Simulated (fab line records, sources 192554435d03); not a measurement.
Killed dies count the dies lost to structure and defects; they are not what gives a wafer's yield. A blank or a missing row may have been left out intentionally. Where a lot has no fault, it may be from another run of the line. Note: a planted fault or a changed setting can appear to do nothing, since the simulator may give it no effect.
fab line records ; flow n5_finfet
record lots=10; wafers=29; last_day=21
route steps=1938 shown HKMG_FIN@399 BEOL_M4@1111 PASSIVATION@1936
lots that met no fault: taken from a fault-free run of the same line
start_h: hours from the record's opening day to when the first of the lot's shown wafers began ; wait_h: time in hours since the lot's previous step ; " identical to the entry in the row above ; L1.1+2: several wafers, shown together as one row ; - no value present, or no start provided ; * or withheld: withheld ; < > ~ a bound
route shown NAME@n: NAME is a module with steps in the file, n the number in the route of the first one ; usual: the fault-free wafers' mean and standard deviation ; same: alike in all rows ; chamber/n: place in a boat ; sites: the reading at each site ; _std_site: standard deviation of those values ; _edge_site: inner sites' mean taken away from outer sites' mean ; radius_mm: for every site, how far away it sits from the centre of the wafer ; mask NAME#n: copy n ; behind: the last tool/chamber to shape the wafer ; hold: cause of the lot's hold/its duration in hours/its outcome ; device: the n, p or np transistor that did not switch ; end of line: the same wafers' tests at the end of the route ; a step with no rows: only its recipe ; killed: dies lost to structure and defects at the first sort, not the wafer's yield ; map: the dies of a wafer, with x for killed, . for not killed, _ for no die there
set.NAME: the setting the step ran with; set.NAME@STEP: the setting that earlier step ran with ; model.NAME: the simulator's own value behind a step, which no gauge read
steps of the route over a sample of lots; a table a step, a row a wafer
services: a tool's chamber out of use, with start hour (start_h, from the record's first day; less than 0 if before it), hours out, and reason
## steps
# step N5_HKMG_FIN_OVL_MEAS_50
# recipe points_per_wafer=44
# usual NDIPOLE_OVL=0.0/0.82
lot.wafer;tool;chamber;start_h;wait_h;NDIPOLE_OVL[nm]
L474.1;overlay-02;0;79.48;0.0;0.0
L474.4;overlay-02;0;79.48;0.0;-0.2
L474.5;overlay-02;0;79.48;0.0;-1.2
L475.2;overlay-01;0;81.19;0.0;-0.1
L475.5;overlay-01;0;81.19;0.0;0.8
L475.6;overlay-01;0;81.19;0.0;0.3
L476.2;overlay-01;0;87.26;0.0;-1.0
L476.6;overlay-01;0;87.26;0.0;-0.6
L477.1;overlay-01;0;99.05;0.0;0.4
L477.4;overlay-01;0;99.05;0.0;-1.0
L477.6;overlay-01;0;99.05;0.0;-0.7
L478.2;overlay-02;0;103.25;0.0;-0.5
L478.3;overlay-02;0;103.25;0.0;-0.4
L478.4;overlay-02;0;103.25;0.0;-1.2
L483.1;overlay-01;0;138.71;0.0;2.0
L483.3;overlay-01;0;138.71;0.0;1.4
L483.5;overlay-01;0;138.71;0.0;1.3
L486.1;overlay-02;0;151.96;0.0;-1.2
L486.2;overlay-02;0;151.96;0.0;-0.2
L486.6;overlay-02;0;151.96;0.0;0.4
L491.3;overlay-02;0;178.71;0.0;-0.5
L491.5;overlay-02;0;178.71;0.0;-1.1
L491.6;overlay-02;0;178.71;0.0;0.5
L495.1;overlay-01;0;202.93;0.0;0.3
L495.5;overlay-01;0;202.93;0.0;0.8
L495.6;overlay-01;0;202.93;0.0;0.0
L496.2;overlay-01;0;214.02;0.0;0.7
L496.3;overlay-01;0;214.02;0.0;2.0
L496.6;overlay-01;0;214.02;0.0;0.5
# step N5_HKMG_FIN_CVD_62
# recipe material=a-Si; target_thk_a=30; temp_c=500; precursor=Si2H6; pressure_torr=1; time_s=20.8
# usual heater_power_w=1434/170
lot.wafer;tool;chamber;start_h;wait_h;heater_power_w
L474.1;thermal_cvd_si-01;1;81.27;0.2;1466
L474.4;thermal_cvd_si-01;0;81.27;0.2;1532
L474.5;thermal_cvd_si-01;2;81.27;0.2;1463
L475.2;thermal_cvd_si-02;0;82.98;0.2;1066
L475.5;thermal_cvd_si-02;1;82.98;0.2;1542
L475.6;thermal_cvd_si-02;0;82.98;0.2;1055
L476.2;thermal_cvd_si-01;2;89.05;0.2;1466
L476.6;thermal_cvd_si-01;1;89.05;0.2;1431
L477.1;thermal_cvd_si-02;0;100.84;0.2;1083
L477.4;thermal_cvd_si-02;2;100.84;0.2;1539
L477.6;thermal_cvd_si-02;1;100.84;0.2;1554
L478.2;thermal_cvd_si-01;1;105.32;0.2;1423
L478.3;thermal_cvd_si-01;0;105.32;0.2;1532
L478.4;thermal_cvd_si-01;2;105.32;0.2;1422
L483.1;thermal_cvd_si-02;0;140.92;0.2;1077
L483.3;thermal_cvd_si-02;1;140.92;0.2;1590
L483.5;thermal_cvd_si-02;0;140.92;0.2;1082
L486.1;thermal_cvd_si-01;2;153.81;0.2;1489
L486.2;thermal_cvd_si-01;1;153.81;0.2;1499
L486.6;thermal_cvd_si-01;2;153.81;0.2;1463
L491.3;thermal_cvd_si-02;2;180.49;0.2;1528
L491.5;thermal_cvd_si-02;1;180.49;0.2;1565
L491.6;thermal_cvd_si-02;0;180.49;0.2;1063
L495.1;thermal_cvd_si-02;1;204.73;0.2;1587
L495.5;thermal_cvd_si-02;0;204.73;0.2;1082
L495.6;thermal_cvd_si-02;1;204.73;0.2;1631
L496.2;thermal_cvd_si-01;2;215.98;0.2;1464
L496.3;thermal_cvd_si-01;0;215.98;0.2;1596
L496.6;thermal_cvd_si-01;2;215.98;0.2;1442
# step N5_HKMG_FIN_ALD_36
# recipe material=TiN; target_thk_a=10; temp_c=400; ald_precursor_family=TiCl4; ald_co_reactant=NH3; pulse_time_s=1; purge_time_s=3; co_reactant_purge_time_s=2; co_reactant_pulse_time_s=2; ald_cycles=47; pressure_torr=3
# usual ald_cycles=47/0; heater_power_w=884/93; precursor_pulse_height_rel=0.998/0.019
lot.wafer;tool;chamber;start_h;wait_h;ald_cycles;heater_power_w;precursor_pulse_height_rel
L474.1;ald_metal-02;0;81.68;0.0;47;742;1.019
L474.4;ald_metal-02;2;81.68;0.0;47;854;1.016
L474.5;ald_metal-02;1;81.68;0.0;47;967;1.004
L475.2;ald_metal-03;1;83.38;0.0;47;792;1.021
L475.5;ald_metal-03;1;83.38;0.0;47;775;1.034
L475.6;ald_metal-03;0;83.38;0.0;47;950;0.998
L476.2;ald_metal-02;3;89.46;0.0;47;959;1.010
L476.6;ald_metal-02;2;89.46;0.0;47;857;0.999
L477.1;ald_metal-03;1;101.35;0.0;47;793;1.014
L477.4;ald_metal-03;0;101.35;0.0;47;941;0.991
L477.6;ald_metal-03;2;101.35;0.0;47;790;1.019
L478.2;ald_metal-01;3;105.71;0.0;47;929;0.964
L478.3;ald_metal-01;0;105.71;0.0;47;798;1.019
L478.4;ald_metal-01;1;105.71;0.0;47;1007;1.018
L483.1;ald_metal-03;0;141.33;0.0;47;966;0.991
L483.3;ald_metal-03;1;141.33;0.0;47;797;1.002
L483.5;ald_metal-03;3;141.33;0.0;47;966;0.993
L486.1;ald_metal-02;3;154.49;0.0;47;940;0.962
L486.2;ald_metal-02;2;154.49;0.0;47;863;1.020
L486.6;ald_metal-02;3;154.49;0.0;47;913;0.997
L491.3;ald_metal-02;2;180.97;0.0;47;850;0.985
L491.5;ald_metal-02;0;180.97;0.0;47;750;0.991
L491.6;ald_metal-02;1;180.97;0.0;47;983;1.001
L495.1;ald_metal-01;1;205.13;0.0;47;1003;1.019
L495.5;ald_metal-01;1;205.13;0.0;47;993;1.008
L495.6;ald_metal-01;0;205.13;0.0;47;794;0.984
L496.2;ald_metal-02;1;216.38;0.0;47;1001;1.015
L496.3;ald_metal-02;3;216.38;0.0;47;907;1.014
L496.6;ald_metal-02;0;216.38;0.0;47;716;1.004
# step N5_HKMG_FIN_PWFM_ALD_03
# recipe material=TiN; target_thk_a=20; temp_c=400; ald_precursor_family=TiCl4; ald_co_reactant=NH3; pulse_time_s=1; purge_time_s=3; co_reactant_purge_time_s=2; co_reactant_pulse_time_s=2; ald_cycles=91; pressure_torr=3
# usual ald_cycles=91/0; heater_power_w=883/88; precursor_pulse_height_rel=1.000/0.02
lot.wafer;tool;chamber;start_h;wait_h;ald_cycles;heater_power_w;precursor_pulse_height_rel
L474.1;ald_metal-01;0;82.00;0.0;91;794;1.032
L474.4;ald_metal-01;1;82.00;0.0;91;1017;0.980
L474.5;ald_metal-01;2;82.00;0.0;91;824;1.014
L475.2;ald_metal-02;0;83.70;0.0;91;741;1.019
L475.5;ald_metal-02;1;83.70;0.0;91;963;0.993
L475.6;ald_metal-02;2;83.70;0.0;91;849;0.999
L476.2;ald_metal-03;2;89.77;0.0;91;799;0.994
L476.6;ald_metal-03;3;89.77;0.0;91;982;1.000
L477.1;ald_metal-02;0;101.67;0.0;91;726;0.998
L477.4;ald_metal-02;2;101.67;0.0;91;836;0.973
L477.6;ald_metal-02;1;101.67;0.0;91;973;0.939
L478.2;ald_metal-02;3;106.03;0.0;91;915;0.995
L478.3;ald_metal-02;1;106.03;0.0;91;984;0.989
L478.4;ald_metal-02;2;106.03;0.0;91;846;1.004
L483.1;ald_metal-02;1;141.65;0.0;91;972;1.001
L483.3;ald_metal-02;2;141.65;0.0;91;851;1.016
L483.5;ald_metal-02;3;141.65;0.0;91;955;1.021
L486.1;ald_metal-01;2;154.81;0.0;91;802;1.004
L486.2;ald_metal-01;3;154.81;0.0;91;955;1.007
L486.6;ald_metal-01;0;154.81;0.0;91;793;0.966
L491.3;ald_metal-01;2;181.28;0.0;91;835;1.012
L491.5;ald_metal-01;2;181.28;0.0;78;819;1.016
L491.6;ald_metal-01;3;181.28;0.0;91;956;0.996
L495.1;ald_metal-03;3;205.45;0.0;91;979;0.993
L495.5;ald_metal-03;0;205.45;0.0;91;953;1.015
L495.6;ald_metal-03;1;205.45;0.0;91;809;0.990
L496.2;ald_metal-03;2;216.70;0.0;91;829;1.022
L496.3;ald_metal-03;0;216.70;0.0;91;950;1.023
L496.6;ald_metal-03;3;216.70;0.0;91;951;0.958
# step N5_BEOL_M4_RC_MEAS_101
# usual DIBL_N=37.7/2; DIBL_P=37.7/2.3; IOFF_N=0.18/0.039; IOFF_P=0.23/0.042; ION_N=681/12; ION_P=463/8; SS_N=71.9/0.68; SS_P=73.6/0.71; VT_N=248/3.2; VT_P=-249/3.1; VT_P_LONG=-275.9/2.7; VT_P_LVT=-98.9/2.8
lot.wafer;tool;chamber;start_h;wait_h;DIBL_N[mV/V];DIBL_P[mV/V];IOFF_N[nA/um];IOFF_P[nA/um];ION_N[uA/um];ION_P[uA/um];SS_N[mV/dec];SS_P[mV/dec];VT_N[mV];VT_P[mV];VT_P_LONG[mV];VT_P_LVT[mV]
L475.2;prober-02;0;265.07;0.2;42.7;41.4;0.26;0.31;704;480;73.3;74.6;244;-245;-275.7;-94.6
L475.5;prober-02;0;265.07;0.2;36.7;34.8;0.13;0.18;672;465;71.3;72.9;254;-254;-274.3;-101.4
L475.6;prober-02;0;265.07;0.2;42.0;40.6;0.25;0.30;707;482;72.9;74.4;245;-247;-273.8;-94.7
L474.1;prober-01;0;273.92;0.0;36.0;33.5;0.15;0.17;683;459;71.5;73.2;248;-252;-274.2;-103.2
L474.4;prober-01;0;273.92;0.0;41.0;39.8;0.31;0.28;702;465;72.3;74.6;239;-246;-278.0;-97.4
L474.5;prober-01;0;273.92;0.0;37.1;35.3;0.17;0.20;672;459;71.9;73.7;247;-250;-276.7;-101.3
L476.2;prober-02;0;276.70;0.2;38.0;37.0;0.19;0.20;692;462;71.4;73.3;247;-252;-279.5;-101.4
L476.6;prober-02;0;276.70;0.2;37.4;37.3;0.16;0.21;681;459;71.2;73.3;249;-252;-277.3;-100.9
L477.1;prober-01;0;278.27;0.0;36.2;35.5;0.13;0.16;658;441;72.6;73.6;254;-256;-277.4;-102.3
L477.4;prober-01;0;278.27;0.0;37.5;38.0;0.16;0.20;679;457;72.2;72.6;251;-254;-277.9;-99.1
L477.6;prober-01;0;278.27;0.0;41.2;40.8;0.24;0.24;677;452;72.4;74.0;245;-250;-280.1;-98.4
L478.2;prober-02;0;281.51;0.2;36.9;37.8;0.16;0.22;654;455;71.3;74.1;252;-251;-274.8;-98.0
L478.3;prober-02;0;281.51;0.2;40.1;40.5;0.25;0.27;685;462;73.1;74.9;244;-249;-273.5;-95.3
L478.4;prober-02;0;281.51;0.2;35.0;34.6;0.14;0.18;679;455;71.2;73.2;250;-253;-276.0;-101.7
L483.1;prober-02;0;323.10;0.0;34.1;34.6;0.14;0.18;668;453;70.5;72.2;250;-252;-276.4;-101.1
L483.3;prober-02;0;323.10;0.0;36.3;37.9;0.19;0.24;697;472;72.3;73.2;247;-248;-274.2;-95.9
L483.5;prober-02;0;323.10;0.0;34.2;35.2;0.16;0.19;689;470;71.6;73.5;247;-249;-276.4;-99.1
L486.1;prober-01;0;353.43;0.0;34.6;35.0;0.14;0.19;668;461;70.6;73.0;249;-250;-275.0;-101.6
L486.2;prober-01;0;353.43;0.0;36.4;37.2;0.16;0.22;673;461;71.1;73.6;251;-251;-276.1;-99.8
L486.6;prober-01;0;353.43;0.0;39.1;40.1;0.21;0.27;685;458;72.7;73.4;247;-248;-274.7;-97.2
L491.3;prober-01;0;360.36;0.3;38.0;36.7;0.18;0.22;665;457;71.2;73.7;248;-250;-274.6;-97.9
L491.5;prober-01;0;360.36;0.3;37.0;35.4;0.16;0.13;677;444;71.2;73.1;248;-261;-284.3;-109.4
L491.6;prober-01;0;360.36;0.3;39.6;38.5;0.20;0.24;681;463;72.0;74.4;246;-251;-276.8;-97.4
L495.1;prober-02;0;389.10;0.0;39.4;38.3;0.22;0.26;685;469;73.2;73.9;245;-247;-277.7;-96.0
L495.5;prober-02;0;389.10;0.0;36.0;34.0;0.17;0.19;680;459;71.6;72.8;249;-251;-277.0;-97.1
L495.6;prober-02;0;389.10;0.0;38.5;39.8;0.22;0.30;688;471;71.4;73.6;244;-246;-277.7;-92.3
L496.2;prober-02;0;402.43;0.2;36.5;36.5;0.16;0.26;662;460;71.5;73.6;250;-245;-271.7;-97.2
L496.3;prober-02;0;402.43;0.2;33.3;31.9;0.12;0.17;680;463;70.8;73.0;248;-251;-269.0;-102.5
L496.6;prober-02;0;402.43;0.2;36.9;37.3;0.19;0.26;686;475;72.2;74.0;248;-246;-269.6;-96.8
# step N5_PASSIVATION_PROBE_49
# usual defect_limited_yield=91.1/1.4; killed_at_M0_to_M3=34/9.6; killed_at_M4_up=15/5.3; killed_at_contacts=12/6.1; killed_at_front_end=40/11; killed_at_other=3.5/2.8; killed_dies=105/17; killed_open=70/12; killed_short=34/7.7; sort_bin_4_leakage=0.01/0.07; sort_bin_5_function=5.2/0.97; sort_bin_6_memory=3.4/0.62; sort_bin_8_speed=0.00/0.023; sort_n_pass=1075/17; sort_yield_pct=91.1/1.4
# same gross_dies=1180; killed_at_back_side=0
lot.wafer;tool;chamber;start_h;wait_h;defect_limited_yield[%];killed_at_M0_to_M3;killed_at_M4_up;killed_at_contacts;killed_at_front_end;killed_at_other;killed_dies;killed_open;killed_short;sort_bin_4_leakage[%];sort_bin_5_function[%];sort_bin_6_memory[%];sort_bin_8_speed[%];sort_n_pass;sort_yield_pct[%]
L483.1;prober-01;-;435.73;0.0;90.9;38;20;9;39;1;107;66;39;0;4.7;3.9;0;1073;90.9
L483.3;prober-01;-;435.83;0.1;91.2;36;19;7;39;3;104;73;30;0;5.5;3.1;0;1076;91.2
L483.5;prober-01;-;435.93;0.2;91.4;34;20;8;37;3;102;74;27;0;4.7;3.6;0;1078;91.4
# killed by level:class
L483.1 BEOL_M0_SAQP:geometric_particle:short=10 DUMMY_GATE:geometric_particle:open=9 BEOL_M2:geometric_particle:open=8 MOL_CONTACT_COAG:geometric_particle:open=6 BEOL_M0_SAQP:geometric_particle:open=6 FIN_SAQP:geometric_particle:short=5 FIN_SAQP:geometric_particle:open=5 BEOL_M3:geometric_particle:open=5
L483.3 BEOL_M3:geometric_particle:open=15 STI_FIN_REVEAL:geometric_particle:open=11 BEOL_M4:geometric_particle:open=8 FIN_SAQP:geometric_particle:open=5 DUMMY_GATE:geometric_particle:open=5 BEOL_M2:geometric_particle:open=5 DUMMY_GATE:geometric_particle:short=4 MOL_CONTACT_COAG:geometric_particle:open=4
L483.5 BEOL_M2:geometric_particle:open=15 STI_FIN_REVEAL:geometric_particle:open=13 BEOL_M1:geometric_particle:open=8 BEOL_M4:geometric_particle:open=8 FIN_SAQP:geometric_particle:open=7 FIN_SAQP:geometric_particle:short=7 MOL_CONTACT_COAG:geometric_particle:open=7 BEOL_M0_SAQP:geometric_particle:short=5
## services
tool;chamber;start_h;hours;kind
ald_metal-02;-;57.58;8.7;pm
ald_metal-02;1;66.81;6.3;repair
thermal_cvd_si-01;-;109.08;6.0;pm
ald_metal-02;-;114.20;0.7;repair
thermal_cvd_si-01;-;116.74;1.6;repair
ald_metal-01;-;124.88;0.9;repair
thermal_cvd_si-01;0;142.10;59.4;repair
ald_metal-01;1;154.10;16.1;repair
ald_metal-03;3;160.13;24.5;repair
thermal_cvd_si-01;-;198.72;0.3;repair
ald_metal-03;-;207.08;6.0;pm
## key
first_sign step=N5_HKMG_FIN_PWFM_ALD_03; reading=ald_cycles; direction=down; sigmas=99+; usual=*; struck=*
effect step=N5_BEOL_M4_RC_MEAS_101; reading=VT_P_LVT; direction=down; sigmas=3.8; usual=-98.9; struck=-109.4
effect step=N5_BEOL_M4_RC_MEAS_101; reading=VT_P; direction=down; sigmas=3.6; usual=-249; struck=-261
effect step=N5_BEOL_M4_RC_MEAS_101; reading=VT_P_LONG; direction=down; sigmas=3.2; usual=-275.9; struck=-284.3
met_at N5_HKMG_FIN_PWFM_ALD_03
struck_lots L491
struck_wafers L491.5
not_acting_at N5_HKMG_FIN_OVL_MEAS_50,N5_HKMG_FIN_CVD_62,N5_HKMG_FIN_ALD_36
onset_between 154.81 181.28
fault kind=process_parameter_drift; tool=ald_metal-01; chamber=-; onset_h=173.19; steps=N5_HKMG_FIN_PWFM_ALD_03; channel=ald_cycles; offset=*; shape=step; end_h=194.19; scope=struck_wafers_only; acts_in=*; stated=*
